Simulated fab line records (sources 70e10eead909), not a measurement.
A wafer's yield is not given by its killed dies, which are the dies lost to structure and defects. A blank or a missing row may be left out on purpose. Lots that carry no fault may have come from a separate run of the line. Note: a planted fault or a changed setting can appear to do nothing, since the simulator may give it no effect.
Which of the tools did it? / flow nand-harc / 12 lots with 36 wafers sampled at 5 steps, on a route of 1159 steps

WHAT THE GAUGES READ, wafer by wafer
NHARC_END_SORT_01. Usual: killed-at-array 28, standard deviation 10; killed-at-other 0.5, standard deviation 0.82; killed-at-periphery 3.4, standard deviation 2.2; killed-dies 31, standard deviation 10; killed-open 3.4, standard deviation 1.9; killed-short 1.9, standard deviation 1.3.
lot=L805; measured=day 21 00:33; on=prober-01; killed-at-array=23 27 30; killed-at-other=0 0 0; killed-at-periphery=4 5 5; killed-dies=27 32 35; killed-open=3 5 4; killed-short=2 1 2; flag=

WHICH TOOL RAN EACH LOT (tool, then ch and the chambers of the sampled wafers, then the start)
lot=L802; NHARC_A_STAIRCASE_ETCH_170=rie-diel-10 ch 2,3, day 11 13:39 or earlier; NHARC_A_STAIRCASE_TRIM_14=rie-diel-06 ch 0,1, day 11 13:39 or earlier; NHARC_A_STAIRCASE_ETCH_15=rie-diel-06 ch 0,2,3, day 11 13:39 or earlier; NHARC_A_STAIRCASE_ETCH_19=rie-diel-06 ch 1,2, day 11 13:39
lot=L804; NHARC_A_STAIRCASE_ETCH_170=rie-diel-10 ch 0,3, day 11 20:37 or earlier; NHARC_A_STAIRCASE_TRIM_14=rie-diel-10 ch 0,1,3, day 11 20:37 or earlier; NHARC_A_STAIRCASE_ETCH_15=rie-diel-10 ch 0,1,3, day 11 20:37 or earlier; NHARC_A_STAIRCASE_ETCH_19=rie-diel-10 ch 0,1,3, day 11 20:37
lot=L805; NHARC_A_STAIRCASE_ETCH_170=rie-diel-10 ch 0,1,3, day 12 02:10 or earlier; NHARC_A_STAIRCASE_TRIM_14=rie-diel-06 ch 0,2,3, day 12 02:10 or earlier; NHARC_A_STAIRCASE_ETCH_15=rie-diel-06 ch 0,2, day 12 02:10 or earlier; NHARC_A_STAIRCASE_ETCH_19=rie-diel-06 ch 0,1,2, day 12 02:10
lot=L806; NHARC_A_STAIRCASE_ETCH_170=rie-diel-10 ch 0,1, day 12 08:28 or earlier; NHARC_A_STAIRCASE_TRIM_14=rie-diel-02 ch 0,1,2, day 12 08:28 or earlier; NHARC_A_STAIRCASE_ETCH_15=rie-diel-02 ch 1,2, day 12 08:28 or earlier; NHARC_A_STAIRCASE_ETCH_19=rie-diel-02 ch 1,2,3, day 12 08:28
lot=L808; NHARC_A_STAIRCASE_ETCH_170=rie-diel-06 ch 0,1,3, day 13 00:50 or earlier; NHARC_A_STAIRCASE_TRIM_14=rie-diel-10 ch 0,3, day 13 00:50 or earlier; NHARC_A_STAIRCASE_ETCH_15=rie-diel-10 ch 0,2,3, day 13 00:50 or earlier; NHARC_A_STAIRCASE_ETCH_19=rie-diel-10 ch 0,2,3, day 13 00:50
lot=L810; NHARC_A_STAIRCASE_ETCH_170=rie-diel-02 ch 1,2,3, day 13 06:13 or earlier; NHARC_A_STAIRCASE_TRIM_14=rie-diel-10 ch 1,2,3, day 13 06:13 or earlier; NHARC_A_STAIRCASE_ETCH_15=rie-diel-10 ch 0,1,2, day 13 06:13 or earlier; NHARC_A_STAIRCASE_ETCH_19=rie-diel-10 ch 1,2,3, day 13 06:13
lot=L809; NHARC_A_STAIRCASE_ETCH_170=rie-diel-10 ch 1,2, day 13 11:35 or earlier; NHARC_A_STAIRCASE_TRIM_14=rie-diel-06 ch 2,3, day 13 11:35 or earlier; NHARC_A_STAIRCASE_ETCH_15=rie-diel-06 ch 0,2,3, day 13 11:35 or earlier; NHARC_A_STAIRCASE_ETCH_19=rie-diel-06 ch 0,2,3, day 13 11:35
lot=L811; NHARC_A_STAIRCASE_ETCH_170=rie-diel-02 ch 0,2,3, day 13 18:40 or earlier; NHARC_A_STAIRCASE_TRIM_14=rie-diel-10 ch 0,1, day 13 18:40 or earlier; NHARC_A_STAIRCASE_ETCH_15=rie-diel-10 ch 0,3, day 13 18:40 or earlier; NHARC_A_STAIRCASE_ETCH_19=rie-diel-10 ch 0,1,3, day 13 18:40
lot=L813; NHARC_A_STAIRCASE_ETCH_170=rie-diel-06 ch 0,1,3, day 14 07:40 or earlier; NHARC_A_STAIRCASE_TRIM_14=rie-diel-02 ch 1,2,3, day 14 07:40 or earlier; NHARC_A_STAIRCASE_ETCH_15=rie-diel-02 ch 0,3, day 14 07:40 or earlier; NHARC_A_STAIRCASE_ETCH_19=rie-diel-02 ch 0,2,3, day 14 07:40
lot=L818; NHARC_A_STAIRCASE_ETCH_170=rie-diel-10 ch 0,2, day 15 02:43 or earlier; NHARC_A_STAIRCASE_TRIM_14=rie-diel-10 ch 2,3, day 15 02:43 or earlier; NHARC_A_STAIRCASE_ETCH_15=rie-diel-10 ch 0,3, day 15 02:43 or earlier; NHARC_A_STAIRCASE_ETCH_19=rie-diel-10 ch 0,2,3, day 15 02:43
lot=L822; NHARC_A_STAIRCASE_ETCH_170=rie-diel-02 ch 0,1,2, day 15 22:55 or earlier; NHARC_A_STAIRCASE_TRIM_14=rie-diel-06 ch 1,3, day 15 22:55 or earlier; NHARC_A_STAIRCASE_ETCH_15=rie-diel-06 ch 1,3, day 15 22:55 or earlier; NHARC_A_STAIRCASE_ETCH_19=rie-diel-06 ch 1,3, day 15 22:55
lot=L821; NHARC_A_STAIRCASE_ETCH_170=rie-diel-06 ch 0,1,2, day 16 02:03 or earlier; NHARC_A_STAIRCASE_TRIM_14=rie-diel-06 ch 0,2,3, day 16 02:03 or earlier; NHARC_A_STAIRCASE_ETCH_15=rie-diel-06 ch 0,1,3, day 16 02:03 or earlier; NHARC_A_STAIRCASE_ETCH_19=rie-diel-06 ch 0,1,2, day 16 02:03
- NHARC_A_STAIRCASE_ETCH_170: etches the open film in C4F6/O2, target depth 200 nm, time 66.667 s.
- NHARC_A_STAIRCASE_TRIM_14: chemistry O2, time 211.2 s.
- NHARC_A_STAIRCASE_ETCH_15: etches the open film in C4F8/O2, target depth 100 nm, time 40.5 s.
- NHARC_A_STAIRCASE_ETCH_19: etches the open film in C4F8/O2, target depth 100 nm, time 40.5 s.

WHAT THE TOOLS THEMSELVES READ (means of the sampled wafers that have a number; where no wafer has one, the mark that the record gives instead)
NHARC_A_STAIRCASE_ETCH_170. Usual: drypump-motor-current-A 5.9 A, standard deviation 0.4; oes-product-au 0.974 a.u., standard deviation 0.015; rf-vpp-V 547 V, standard deviation 3.8; run-length-s 88.0 s, standard deviation 0.49; showerhead-plenum-p-Torr 3.95 Torr, standard deviation 0.18; throttle-valve-pct 26.903 %, standard deviation 0.008.
lot=L802; tool=rie-diel-10; drypump-motor-current-A (A)=6.1; oes-product-au (a.u.)=0.979; rf-vpp-V (V)=543; run-length-s (s)=88.2; showerhead-plenum-p-Torr (Torr)=3.79; throttle-valve-pct (%)=26.905; flag=
lot=L804; tool=rie-diel-10; drypump-motor-current-A (A)=6.1; oes-product-au (a.u.)=0.980; rf-vpp-V (V)=547; run-length-s (s)=88.5; showerhead-plenum-p-Torr (Torr)=3.97; throttle-valve-pct (%)=26.893; flag=
lot=L805; tool=rie-diel-10; drypump-motor-current-A (A)=6.0; oes-product-au (a.u.)=0.980; rf-vpp-V (V)=548; run-length-s (s)=88.1; showerhead-plenum-p-Torr (Torr)=4.00; throttle-valve-pct (%)=26.900; flag=
lot=L806; tool=rie-diel-10; drypump-motor-current-A (A)=6.0; oes-product-au (a.u.)=0.982; rf-vpp-V (V)=552; run-length-s (s)=88.1; showerhead-plenum-p-Torr (Torr)=4.15; throttle-valve-pct (%)=26.901; flag=
lot=L808; tool=rie-diel-06; drypump-motor-current-A (A)=6.2; oes-product-au (a.u.)=0.980; rf-vpp-V (V)=549; run-length-s (s)=88.1; showerhead-plenum-p-Torr (Torr)=4.06; throttle-valve-pct (%)=26.902; flag=
lot=L810; tool=rie-diel-02; drypump-motor-current-A (A)=5.7; oes-product-au (a.u.)=0.950; rf-vpp-V (V)=546; run-length-s (s)=87.6; showerhead-plenum-p-Torr (Torr)=3.88; throttle-valve-pct (%)=26.908; flag=
lot=L809; tool=rie-diel-10; drypump-motor-current-A (A)=6.2; oes-product-au (a.u.)=0.948; rf-vpp-V (V)=550; run-length-s (s)=88.0; showerhead-plenum-p-Torr (Torr)=4.09; throttle-valve-pct (%)=26.900; flag=
lot=L811; tool=rie-diel-02; drypump-motor-current-A (A)=5.9; oes-product-au (a.u.)=0.968; rf-vpp-V (V)=546; run-length-s (s)=88.0; showerhead-plenum-p-Torr (Torr)=3.86; throttle-valve-pct (%)=26.903; flag=
lot=L813; tool=rie-diel-06; drypump-motor-current-A (A)=6.2; oes-product-au (a.u.)=0.991; rf-vpp-V (V)=549; run-length-s (s)=88.1; showerhead-plenum-p-Torr (Torr)=4.06; throttle-valve-pct (%)=26.909; flag=
lot=L818; tool=rie-diel-10; drypump-motor-current-A (A)=6.3; oes-product-au (a.u.)=0.971; rf-vpp-V (V)=549; run-length-s (s)=88.4; showerhead-plenum-p-Torr (Torr)=4.06; throttle-valve-pct (%)=26.903; flag=
lot=L822; tool=rie-diel-02; drypump-motor-current-A (A)=5.5; oes-product-au (a.u.)=0.956; rf-vpp-V (V)=544; run-length-s (s)=88.0; showerhead-plenum-p-Torr (Torr)=3.80; throttle-valve-pct (%)=26.905; flag=
lot=L821; tool=rie-diel-06; drypump-motor-current-A (A)=6.0; oes-product-au (a.u.)=0.989; rf-vpp-V (V)=548; run-length-s (s)=88.4; showerhead-plenum-p-Torr (Torr)=4.01; throttle-valve-pct (%)=26.903; flag=

NHARC_A_STAIRCASE_TRIM_14. Usual: drypump-motor-current-A 5.9 A, standard deviation 0.38; oes-product-au 1.001 a.u., standard deviation 0.01; rf-vpp-V 57.9 V, standard deviation 0.91; showerhead-plenum-p-Torr 3.58 Torr, standard deviation 0.16; throttle-valve-pct 17.036 %, standard deviation 0.0091.
lot=L802; tool=rie-diel-06; drypump-motor-current-A (A)=6.3; oes-product-au (a.u.)=0.979; rf-vpp-V (V)=57.7; showerhead-plenum-p-Torr (Torr)=3.60; throttle-valve-pct (%)=17.038; flag=
lot=L804; tool=rie-diel-10; drypump-motor-current-A (A)=6.0; oes-product-au (a.u.)=1.006; rf-vpp-V (V)=57.3; showerhead-plenum-p-Torr (Torr)=3.60; throttle-valve-pct (%)=17.033; flag=
lot=L805; tool=rie-diel-06; drypump-motor-current-A (A)=6.0; oes-product-au (a.u.)=0.999; rf-vpp-V (V)=58.4; showerhead-plenum-p-Torr (Torr)=3.59; throttle-valve-pct (%)=17.040; flag=
lot=L806; tool=rie-diel-02; drypump-motor-current-A (A)=5.6; oes-product-au (a.u.)=0.992; rf-vpp-V (V)=57.5; showerhead-plenum-p-Torr (Torr)=3.43; throttle-valve-pct (%)=17.032; flag=
lot=L808; tool=rie-diel-10; drypump-motor-current-A (A)=6.0; oes-product-au (a.u.)=0.997; rf-vpp-V (V)=57.0; showerhead-plenum-p-Torr (Torr)=3.42; throttle-valve-pct (%)=17.042; flag=
lot=L810; tool=rie-diel-10; drypump-motor-current-A (A)=6.0; oes-product-au (a.u.)=1.000; rf-vpp-V (V)=58.3; showerhead-plenum-p-Torr (Torr)=3.56; throttle-valve-pct (%)=17.028; flag=
lot=L809; tool=rie-diel-06; drypump-motor-current-A (A)=5.8; oes-product-au (a.u.)=1.016; rf-vpp-V (V)=58.8; showerhead-plenum-p-Torr (Torr)=3.65; throttle-valve-pct (%)=17.033; flag=
lot=L811; tool=rie-diel-10; drypump-motor-current-A (A)=6.0; oes-product-au (a.u.)=1.007; rf-vpp-V (V)=58.9; showerhead-plenum-p-Torr (Torr)=3.73; throttle-valve-pct (%)=17.035; flag=
lot=L813; tool=rie-diel-02; drypump-motor-current-A (A)=5.7; oes-product-au (a.u.)=1.004; rf-vpp-V (V)=56.6; showerhead-plenum-p-Torr (Torr)=3.48; throttle-valve-pct (%)=17.040; flag=
lot=L818; tool=rie-diel-10; drypump-motor-current-A (A)=6.1; oes-product-au (a.u.)=0.989; rf-vpp-V (V)=57.6; showerhead-plenum-p-Torr (Torr)=3.38; throttle-valve-pct (%)=17.032; flag=
lot=L822; tool=rie-diel-06; drypump-motor-current-A (A)=6.0; oes-product-au (a.u.)=1.015; rf-vpp-V (V)=57.3; showerhead-plenum-p-Torr (Torr)=3.74; throttle-valve-pct (%)=17.046; flag=
lot=L821; tool=rie-diel-06; drypump-motor-current-A (A)=6.0; oes-product-au (a.u.)=1.003; rf-vpp-V (V)=56.9; showerhead-plenum-p-Torr (Torr)=3.57; throttle-valve-pct (%)=17.028; flag=

NHARC_A_STAIRCASE_ETCH_15. Usual: oes-product-au 0.942 a.u., standard deviation 0.012; rf-vpp-V 898 V, standard deviation 5.9; run-length-s 61.9 s, standard deviation 0.45.
lot=L802; tool=rie-diel-06; oes-product-au (a.u.)=0.931; rf-vpp-V (V)=898; run-length-s (s)=61.8; flag=
lot=L804; tool=rie-diel-10; oes-product-au (a.u.)=0.932; rf-vpp-V (V)=898; run-length-s (s)=61.6; flag=
lot=L805; tool=rie-diel-06; oes-product-au (a.u.)=0.931; rf-vpp-V (V)=895; run-length-s (s)=62.1; flag=
lot=L806; tool=rie-diel-02; oes-product-au (a.u.)=0.940; rf-vpp-V (V)=894; run-length-s (s)=61.8; flag=
lot=L808; tool=rie-diel-10; oes-product-au (a.u.)=0.934; rf-vpp-V (V)=896; run-length-s (s)=62.4; flag=
lot=L810; tool=rie-diel-10; oes-product-au (a.u.)=0.937; rf-vpp-V (V)=902; run-length-s (s)=61.7; flag=
lot=L809; tool=rie-diel-06; oes-product-au (a.u.)=0.953; rf-vpp-V (V)=898; run-length-s (s)=61.8; flag=
lot=L811; tool=rie-diel-10; oes-product-au (a.u.)=0.951; rf-vpp-V (V)=892; run-length-s (s)=61.8; flag=
lot=L813; tool=rie-diel-02; oes-product-au (a.u.)=0.934; rf-vpp-V (V)=894; run-length-s (s)=61.9; flag=
lot=L818; tool=rie-diel-10; oes-product-au (a.u.)=0.941; rf-vpp-V (V)=896; run-length-s (s)=62.2; flag=
lot=L822; tool=rie-diel-06; oes-product-au (a.u.)=0.949; rf-vpp-V (V)=903; run-length-s (s)=61.7; flag=
lot=L821; tool=rie-diel-06; oes-product-au (a.u.)=0.950; rf-vpp-V (V)=900; run-length-s (s)=62.0; flag=

NHARC_A_STAIRCASE_ETCH_19. Usual: oes-product-au 0.940 a.u., standard deviation 0.012; rf-vpp-V 898 V, standard deviation 5.9; run-length-s 61.9 s, standard deviation 0.45.
lot=L802; tool=rie-diel-06; oes-product-au (a.u.)=0.954; rf-vpp-V (V)=903; run-length-s (s)=62.0; flag=
lot=L804; tool=rie-diel-10; oes-product-au (a.u.)=0.945; rf-vpp-V (V)=897; run-length-s (s)=61.9; flag=
lot=L805; tool=rie-diel-06; oes-product-au (a.u.)=0.936; rf-vpp-V (V)=900; run-length-s (s)=62.0; flag=
lot=L806; tool=rie-diel-02; oes-product-au (a.u.)=0.947; rf-vpp-V (V)=894; run-length-s (s)=61.5; flag=
lot=L808; tool=rie-diel-10; oes-product-au (a.u.)=0.927; rf-vpp-V (V)=897; run-length-s (s)=62.0; flag=
lot=L810; tool=rie-diel-10; oes-product-au (a.u.)=0.938; rf-vpp-V (V)=897; run-length-s (s)=61.8; flag=
lot=L809; tool=rie-diel-06; oes-product-au (a.u.)=0.927; rf-vpp-V (V)=897; run-length-s (s)=61.9; flag=
lot=L811; tool=rie-diel-10; oes-product-au (a.u.)=0.946; rf-vpp-V (V)=898; run-length-s (s)=61.6; flag=
lot=L813; tool=rie-diel-02; oes-product-au (a.u.)=0.924; rf-vpp-V (V)=895; run-length-s (s)=62.0; flag=
lot=L818; tool=rie-diel-10; oes-product-au (a.u.)=0.935; rf-vpp-V (V)=897; run-length-s (s)=59.7; flag=OFF
lot=L822; tool=rie-diel-06; oes-product-au (a.u.)=0.945; rf-vpp-V (V)=904; run-length-s (s)=62.0; flag=
lot=L821; tool=rie-diel-06; oes-product-au (a.u.)=0.937; rf-vpp-V (V)=899; run-length-s (s)=62.2; flag=

THE ANSWER, worked out from the rows above alone
Rule: a lot counts as off when the mean over its wafers that have a number is more than 3 standard deviations away from the usual mean. A lot without any number at a reading at which 4 lots or more have one is off too. The other lots that the step has rows for count as sound. Order of review: gauges by route order, followed by the tools' own readings, for which a lot's mean as printed above is used. The first step at which some lot is off is used, and at that step the reading that is off furthest; a lot without a number counts as furthest.
Off: L818, at NHARC_A_STAIRCASE_ETCH_19 (run-length-s).
A tool fits if, at that step or a process step before it, it ran every lot that is off, and no sound lot after the first of them. NHARC_A_STAIRCASE_ETCH_170: start missing for some lots; hours and lot order therefore follow NHARC_A_STAIRCASE_ETCH_19. NHARC_A_STAIRCASE_TRIM_14: start missing for some lots; hours and lot order therefore follow NHARC_A_STAIRCASE_ETCH_19. NHARC_A_STAIRCASE_ETCH_15: start missing for some lots; hours and lot order therefore follow NHARC_A_STAIRCASE_ETCH_19. One fits: rie-diel-10 at NHARC_A_STAIRCASE_ETCH_170 and NHARC_A_STAIRCASE_TRIM_14 and NHARC_A_STAIRCASE_ETCH_15 and NHARC_A_STAIRCASE_ETCH_19. At NHARC_A_STAIRCASE_ETCH_170 its last sound lot is L809 (day 13 11:35), its first lot that is off L818 (day 15 02:43): a fault that began between those two fits.

WHAT THE SIMULATOR HAD INSERTED
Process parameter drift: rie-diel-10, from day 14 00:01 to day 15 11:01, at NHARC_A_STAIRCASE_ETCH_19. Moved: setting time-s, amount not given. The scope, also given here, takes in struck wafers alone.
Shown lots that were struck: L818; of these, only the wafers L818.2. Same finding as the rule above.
